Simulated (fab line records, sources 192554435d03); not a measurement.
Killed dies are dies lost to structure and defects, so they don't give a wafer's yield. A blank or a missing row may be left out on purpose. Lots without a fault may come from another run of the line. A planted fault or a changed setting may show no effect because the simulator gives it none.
Chamber matching | flow n5_finfet | N5_BEOL_M3_ILD_DEP_00 on pecvd-03: 3 sister chambers
The step deposits SiOC from DEMS/O2, target thk 79 nm, time 15.3 s. 6 wafers are shown with their chamber, then 8 later ones without.

WAFERS WITH THEIR CHAMBER
wafer  | chamber | throttle_valve_pct (%) | heater_power_w (W)
L074.4 | 1       | 13.3                   | 587
L081.3 | 1       | 13.4                   | 515
L090.1 | 2       | 11.3                   | 418
L090.3 | 0       | 11.9                   | 348
L090.4 | 2       | 11.3                   | 425
L093.1 | 0       | 11.8                   | 364

WAFERS WITHOUT THEIR CHAMBER
wafer  | throttle_valve_pct (%) | heater_power_w (W)
L093.4 | 13.4                   | 574
L093.5 | 12.3                   | 360
L094.1 | 12.0                   | 412
L094.2 | 13.4                   | 588
L094.4 | 13.2                   | 605
L095.2 | 11.9                   | 378
L095.3 | 11.5                   | 489
L095.6 | 12.3                   | 373

WHICH CHAMBER EACH WENT THROUGH
wafer  | from the rows above | in truth
L093.4 | 1                   | 1
L093.5 | 0                   | 0
L094.1 | 0                   | 0
L094.2 | 1                   | 1
L094.4 | 1                   | 1
L095.2 | 0                   | 0
L095.3 | 2                   | 2
L095.6 | 0                   | 0
Placed correctly: 8 of 8. Can't be placed from these rows: 0. Placed wrongly: 0.
How it was worked out, from the rows above alone: a wafer's distance from a chamber is the root of the sum, over the readings, of the square of ((its reading less the chamber's mean) divided by the reading's scatter). The wafer belongs to the nearest chamber; if the next one is less than 2 further off, it can't be placed. A chamber's mean is the mean of its shown wafers. The scatter: the root of (the sum of the squares of (reading less its chamber's mean) over the shown wafers, divided by (wafers less chambers)).
